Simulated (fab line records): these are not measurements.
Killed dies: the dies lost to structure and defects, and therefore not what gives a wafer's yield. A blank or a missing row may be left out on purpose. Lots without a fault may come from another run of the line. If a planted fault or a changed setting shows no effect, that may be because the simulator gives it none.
Matching of chambers || flow n5Finfet || pecvd-02 running N5_BEOL_M0_DEP_125: 3 sister chambers
The step deposits SiCN from 3MS/NH3, target thk 8 nm, time 14 s. 3 wafers are shown with their chamber, then 11 later ones without.

WAFERS PAIRED WITH THEIR CHAMBERS
{"wafer": "L090.4", "chamber": 2, "throttleValvePct (%)": 8.1}
{"wafer": "L090.6", "chamber": 0, "throttleValvePct (%)": 8.9}
{"wafer": "L092.1", "chamber": 1, "throttleValvePct (%)": 9.4}

WAFERS WHOSE CHAMBER IS MISSING
{"wafer": "L092.2", "throttleValvePct (%)": 8.3}
{"wafer": "L092.4", "throttleValvePct (%)": 9.5}
{"wafer": "L093.1", "throttleValvePct (%)": 8.1}
{"wafer": "L093.3", "throttleValvePct (%)": 9.3}
{"wafer": "L093.4", "throttleValvePct (%)": 9.3}
{"wafer": "L095.2", "throttleValvePct (%)": 8.0}
{"wafer": "L095.3", "throttleValvePct (%)": 9.3}
{"wafer": "L095.5", "throttleValvePct (%)": 8.1}
{"wafer": "L097.3", "throttleValvePct (%)": 9.2}
{"wafer": "L097.4", "throttleValvePct (%)": 8.3}
{"wafer": "L097.6", "throttleValvePct (%)": 9.0}

CHAMBER TAKEN BY EACH
{"wafer": "L092.2", "from the rows above": 2, "in truth": 2}
{"wafer": "L092.4", "from the rows above": 1, "in truth": 1}
{"wafer": "L093.1", "from the rows above": 2, "in truth": 2}
{"wafer": "L093.3", "from the rows above": 1, "in truth": 1}
{"wafer": "L093.4", "from the rows above": 1, "in truth": 1}
{"wafer": "L095.2", "from the rows above": 2, "in truth": 2}
{"wafer": "L095.3", "from the rows above": 1, "in truth": 1}
{"wafer": "L095.5", "from the rows above": 2, "in truth": 2}
{"wafer": "L097.3", "from the rows above": "can't be placed: 1 or 0", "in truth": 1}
{"wafer": "L097.4", "from the rows above": 2, "in truth": 2}
{"wafer": "L097.6", "from the rows above": 0, "in truth": 0}
Correct placement for 10 of the 11. These rows do not allow placing 1 (true chamber among the candidates in 1). Wrongly placed: 0.
How it was worked out, from the rows above alone: a wafer's distance from a chamber is the root of the sum, over the readings, of the square of ((its reading less the chamber's mean) divided by the reading's scatter). The wafer belongs to the nearest chamber; if the next one is less than 2 further off, it can't be placed. The mean given for a chamber averages the wafers shown for that chamber. The scatter (one wafer shown for each chamber): square how far every hidden wafer sits from the nearest shown wafer, average those squares and take the square root.
